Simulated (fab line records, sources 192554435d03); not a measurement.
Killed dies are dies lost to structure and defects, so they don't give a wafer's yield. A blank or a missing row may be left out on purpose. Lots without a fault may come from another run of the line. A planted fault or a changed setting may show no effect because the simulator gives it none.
Which tool did it? | flow n5_finfet | 11 lots, 33 wafers sampled, at 1 step of a route of 1938

WHAT THE GAUGES READ, wafer by wafer
N5_DUMMY_GATE_OVL_MEAS_16.
lot  | measured    | on         | GATE_OVL (nm)
L343 | day 3 05:20 | overlay-02 | 1.3 1.5 0.3
L347 | day 4 04:01 | overlay-02 | -0.3 -0.9 -1.4
L348 | day 4 09:04 | overlay-02 | -0.8 0.3 0.1
L349 | day 4 17:53 | overlay-02 | 0.0 -0.1 -0.9
L350 | day 5 02:22 | overlay-02 | 0.9 0.2 0.5
L351 | day 5 09:10 | overlay-02 | 2.1 1.3 2.2
L354 | day 6 04:37 | overlay-01 | 0.3 1.5 -0.1
L362 | day 8 00:35 | overlay-02 | -0.4 -0.4 -0.8
L363 | day 8 11:01 | overlay-02 | 0.0 0.0 0.6
L364 | day 8 14:14 | overlay-02 | 1.0 0.1 0.6
L365 | day 8 14:56 | overlay-01 | -0.7 -0.2 -0.1

WHICH TOOL RAN EACH LOT (tool, then ch and the chambers of the sampled wafers, then the start)
The record holds no process step before these readings.

THE ANSWER, worked out from the rows above alone
Rule: what is usual is taken from the lots themselves. Put in order of their means at a reading, lots are off if they are a third of the lots or fewer, leave a main group of 4 or more, and stand apart from it by a gap of 3 or more times the standard deviation of the main group's means; of several such gaps the widest counts. A main group whose means are all the same, to the digits that the tables above print for the reading, isn't used. A lot without any number at a reading at which 4 lots or more have one is off too. The other lots that the step has rows for count as sound.
No lot is off at any reading shown: from this, nothing can be told.

WHAT THE SIMULATOR HAD PUT IN
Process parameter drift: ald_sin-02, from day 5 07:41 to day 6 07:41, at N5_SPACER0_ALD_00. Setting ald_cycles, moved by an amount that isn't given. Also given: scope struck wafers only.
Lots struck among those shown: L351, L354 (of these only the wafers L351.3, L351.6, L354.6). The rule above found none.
